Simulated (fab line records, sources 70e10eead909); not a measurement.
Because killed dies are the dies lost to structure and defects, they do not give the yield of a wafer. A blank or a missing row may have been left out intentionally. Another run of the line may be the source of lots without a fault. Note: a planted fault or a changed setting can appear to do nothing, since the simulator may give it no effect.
Problem report, 8D (eight disciplines) form, completed by code + flow nand harc + the parts of the form that need people (team, actions taken, sign-off) are left out

## 1. WHAT WENT WRONG
Wafers with no fault read 0.7 with a standard deviation of 1.1, whereas killed at other at NHARC_END_SORT_01 reads a mean of 661.0 on 1 wafer of 1 lot. So: +99 or more standard deviations from the usual mean.
First observed at day 22 11:18: wafer L961.3, on prober-01. The record holds 3 wafers of 1 lot with a number at this step. Rule for "out" (also "out of limits"): further than 4 standard deviations from the usual mean. The rest of the wafers with a number are treated as sound.

## 2. WHAT IT IS; WHAT IT IS NOT
| question                    | is                                                                                                                  | is not                                                           |
|-----------------------------|---------------------------------------------------------------------------------------------------------------------|------------------------------------------------------------------|
| which readings at this step | killed at other, defect limited yield, killed dies, sort_bin_2_pct, sort n pass, sort rim yield pct, sort yield pct | killed open, killed short, sort_bin_3_pct, sort_bin_4_pct        |
| which lots                  | L961                                                                                                                | -                                                                |
| which wafers of those lots  | L961.3                                                                                                              | L961.1, L961.6                                                   |
| read on which gauges        | prober-01                                                                                                           | -                                                                |
| when                        | from day 22 11:18                                                                                                   | up to then (1 sound wafer); but 1 sound wafer of L961 came after |

## 3. SUSPECTS, AND WHAT RULES EACH OUT
Counting: if a tool at a process step up to the reading ran every lot that is out, it stays a suspect. Sound lots after the first of them don't rule it out here, since some wafers of a struck lot are sound.
- ruled out: the gauge at NHARC_END_SORT_01. All the wafers that are out were read on prober-01, but those of them that NHARC_THIN_TSV_ETCH_44 has rows for are out there too, on other tools.
- cmp-03 at NHARC_A_BONDPAD_CMP_29 (polishes SiCN, target thk 200 nm): kept. It ran the lot that is out, L961 (day 20 16:45).
- rie diel-05 at NHARC_THIN_TSV_ETCH_44 (etches the open film in CF4/O2, target depth 1594.2 nm, time 797.1 s): kept. It ran the lot that is out, L961 (day 21 10:06). Out on those wafers are its own readings of oes product au.
- In rie diel-05 at NHARC_THIN_TSV_ETCH_44, the wafers that are out were processed in chamber 0 and their sound lot-mates in chambers 1, 3.
After counting, cmp-03 at NHARC_A_BONDPAD_CMP_29 and rie diel-05 at NHARC_THIN_TSV_ETCH_44 remain.

## 4. THE CAUSE (what the simulator had put in)
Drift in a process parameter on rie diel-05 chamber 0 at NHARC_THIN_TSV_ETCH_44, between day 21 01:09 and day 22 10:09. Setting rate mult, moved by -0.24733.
Counting leaves 2 suspects; this tool is one of them.

## 5. THE EFFECT CHAIN, in route order
Each row: a reading whose mean over the struck wafers that have a number lies more than 3 standard deviations from the usual. Only readings whose record carries a usual standard deviation are examined. hours: median over the lots of the time between each lot's start at the first step of this table that gives one and its start at this step. sigmas: the change, counted in usual standard deviations.
| hours | step                   | reading              | usual      | on struck wafers | change | sigmas      |
|-------|------------------------|----------------------|------------|------------------|--------|-------------|
| 0     | NHARC_THIN_TSV_ETCH_44 | oes product au       | 1.000 a.u. | 0.848            | -0.152 | -15         |
| 25    | NHARC_END_SORT_01      | defect limited yield | 95.2 %     | 0.0              | -95.2  | -60         |
| 25    | NHARC_END_SORT_01      | killed at other      | 0.7        | 661.0            | +660.3 | +99 or more |
| 25    | NHARC_END_SORT_01      | killed dies          | 33         | 677              | +644   | +59         |
| 25    | NHARC_END_SORT_01      | sort_bin_2_pct       | 1.5 %      | 99.0             | +97.5  | +99 or more |
| 25    | NHARC_END_SORT_01      | sort n pass          | 644        | 0                | -644   | -59         |
| 25    | NHARC_END_SORT_01      | sort rim yield pct   | 95 %       | 0                | -95    | -29         |
| 25    | NHARC_END_SORT_01      | sort yield pct       | 95.2 %     | 0.0              | -95.2  | -60         |
It contains these process steps:
- NHARC_THIN_TSV_ETCH_44: etches the open film in CF4/O2, target depth 1594.2 nm, time 797.1 s.

## 6. WHAT WOULD HAVE CAUGHT IT SOONER
Counted from the fault's start at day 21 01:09, it took 34 hours until the first out-of-limits reading at a measuring or inspecting step in this record, taken at day 22 11:18.
The tool's own readings at NHARC_THIN_TSV_ETCH_44 were out on every struck wafer that the step has a row for (oes product au): an alarm limit on them would have fired on the first of those.
Lots out: 1; all had begun NHARC_THIN_TSV_ETCH_44 on rie diel-05 by day 22 11:18. Had the tool been put on hold then, not one of them would have been saved.
